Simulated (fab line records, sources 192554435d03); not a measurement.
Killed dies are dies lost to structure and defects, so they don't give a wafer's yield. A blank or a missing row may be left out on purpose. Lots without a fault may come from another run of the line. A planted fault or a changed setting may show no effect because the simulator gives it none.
Chamber matching | flow n5_finfet | N5_MOL_CONTACT_COAG_ETCH_90 on rie_diel-05: 4 sister chambers
The step etches SiARC in CF4, target depth 13 nm, time 21.7 s. 16 wafers are shown with their chamber, then 8 later ones without.

WAFERS WITH THEIR CHAMBER
wafer  | chamber | showerhead_plenum_p_Torr (Torr) | throttle_valve_pct (%) | drypump_motor_current_A (A)
L078.3 | 2       | 2.22                            | 15.28                  | 5.8
L078.5 | 1       | 2.12                            | 15.89                  | 5.4
L078.6 | 2       | 2.22                            | 15.29                  | 5.8
L079.1 | 1       | 2.11                            | 15.91                  | 5.4
L079.2 | 3       | 2.13                            | 15.55                  | 5.7
L079.6 | 1       | 2.11                            | 15.93                  | 5.4
L083.1 | 2       | 2.21                            | 15.30                  | 5.8
L083.2 | 3       | 2.13                            | 15.56                  | 5.7
L083.6 | 2       | 2.21                            | 15.29                  | 5.8
L085.1 | 2       | 2.21                            | 15.31                  | 5.8
L085.3 | 0       | 2.26                            | 15.48                  | 5.6
L085.5 | 2       | 2.21                            | 15.30                  | 5.8
L088.1 | 0       | 2.26                            | 15.50                  | 5.6
L088.4 | 3       | 2.13                            | 15.58                  | 5.7
L088.5 | 0       | 2.26                            | 15.49                  | 5.5
L091.2 | 3       | 2.13                            | 15.60                  | 5.7

SIGNATURES (means of the wafers above)
reading                  | chamber 0 | chamber 1 | chamber 2 | chamber 3 | scatter within a chamber
showerhead_plenum_p_Torr | 2.2600    | 2.1133    | 2.2133    | 2.1300    | 0.00408
throttle_valve_pct       | 15.4900   | 15.9100   | 15.2950   | 15.5725   | 0.0159
drypump_motor_current_A  | 5.567     | 5.400     | 5.800     | 5.700     | 0.0236
Rule: a wafer's distance from a chamber is the root of the sum, over the readings, of the square of ((its reading less the chamber's mean) divided by the reading's scatter). The wafer belongs to the nearest chamber; if the next one is less than 2 further off, it can't be placed. The scatter: the root of (the sum of the squares of (reading less its chamber's mean) over the shown wafers, divided by (wafers less chambers)).

WAFERS WITHOUT THEIR CHAMBER
wafer  | showerhead_plenum_p_Torr (Torr) | throttle_valve_pct (%) | drypump_motor_current_A (A)
L091.3 | 2.26                            | 15.49                  | 5.6
L091.6 | 2.11                            | 15.45                  | 5.4
L092.2 | 2.11                            | 15.44                  | 5.4
L092.3 | 2.26                            | 15.51                  | 5.6
L092.4 | 2.12                            | 15.59                  | 5.7
L097.1 | 2.11                            | 15.47                  | 5.4
L097.4 | 2.25                            | 15.50                  | 5.6
L097.5 | 2.12                            | 15.61                  | 5.7

WHICH CHAMBER EACH WENT THROUGH
wafer  | from the rows above | in truth
L091.3 | 0                   | 0
L091.6 | 3                   | 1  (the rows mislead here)
L092.2 | 3                   | 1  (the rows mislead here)
L092.3 | 0                   | 0
L092.4 | 3                   | 3
L097.1 | 3                   | 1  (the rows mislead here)
L097.4 | 0                   | 0
L097.5 | 3                   | 3
Placed correctly: 5 of 8. Can't be placed from these rows: 0. Placed wrongly: 3.
